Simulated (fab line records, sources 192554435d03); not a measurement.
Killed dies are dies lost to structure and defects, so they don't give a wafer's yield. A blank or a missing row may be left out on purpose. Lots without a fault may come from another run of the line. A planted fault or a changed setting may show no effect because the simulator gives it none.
Chamber matching | flow n5_finfet | N5_FIN_SAQP_DESCUM_21 on rie_diel-06: 4 sister chambers
The step chemistry O2, time 7.9 s. 14 wafers are shown with their chamber, then 7 later ones without.

WAFERS WITH THEIR CHAMBER
wafer  | chamber | drypump_motor_current_A (A) | throttle_valve_pct (%) | showerhead_plenum_p_Torr (Torr)
L074.2 | 0       | 6.8                         | 19.95                  | 2.03
L074.5 | 2       | 5.9                         | 20.18                  | 2.03
L074.6 | 3       | 4.9                         | 20.43                  | 2.13
L083.1 | 2       | 5.9                         | 20.20                  | 2.02
L083.2 | 0       | 6.8                         | 19.98                  | 2.02
L083.4 | 3       | 4.9                         | 20.46                  | 2.12
L086.1 | 0       | 6.8                         | 20.00                  | 2.02
L086.2 | 3       | 4.9                         | 20.44                  | 2.12
L086.4 | 1       | 5.7                         | 20.81                  | 2.20
L088.2 | 0       | 6.9                         | 20.01                  | 2.02
L088.3 | 2       | 5.9                         | 20.24                  | 2.01
L088.5 | 2       | 5.9                         | 20.23                  | 2.01
L093.1 | 3       | 4.9                         | 20.47                  | 2.11
L093.4 | 1       | 5.7                         | 20.80                  | 2.20

SIGNATURES (means of the wafers above)
reading                  | chamber 0 | chamber 1 | chamber 2 | chamber 3 | scatter within a chamber
drypump_motor_current_A  | 6.825     | 5.700     | 5.900     | 4.900     | 0.0274
throttle_valve_pct       | 19.9850   | 20.8050   | 20.2125   | 20.4500   | 0.0233
showerhead_plenum_p_Torr | 2.0225    | 2.2000    | 2.0175    | 2.1200    | 0.00742
Rule: a wafer's distance from a chamber is the root of the sum, over the readings, of the square of ((its reading less the chamber's mean) divided by the reading's scatter). The wafer belongs to the nearest chamber; if the next one is less than 2 further off, it can't be placed. The scatter: the root of (the sum of the squares of (reading less its chamber's mean) over the shown wafers, divided by (wafers less chambers)).

WAFERS WITHOUT THEIR CHAMBER
wafer  | drypump_motor_current_A (A) | throttle_valve_pct (%) | showerhead_plenum_p_Torr (Torr)
L093.5 | 5.9                         | 20.24                  | 2.01
L095.1 | 4.9                         | 20.47                  | 2.11
L095.3 | 5.9                         | 20.24                  | 2.01
L095.4 | 5.7                         | 20.81                  | 2.20
L097.1 | 4.9                         | 20.49                  | 2.11
L097.4 | 4.9                         | 20.47                  | 2.11
L097.5 | 5.9                         | 20.23                  | 2.01

WHICH CHAMBER EACH WENT THROUGH
wafer  | from the rows above | in truth
L093.5 | 2                   | 2
L095.1 | 3                   | 3
L095.3 | 2                   | 2
L095.4 | 1                   | 1
L097.1 | 3                   | 3
L097.4 | 3                   | 3
L097.5 | 2                   | 2
Placed correctly: 7 of 7. Can't be placed from these rows: 0. Placed wrongly: 0.
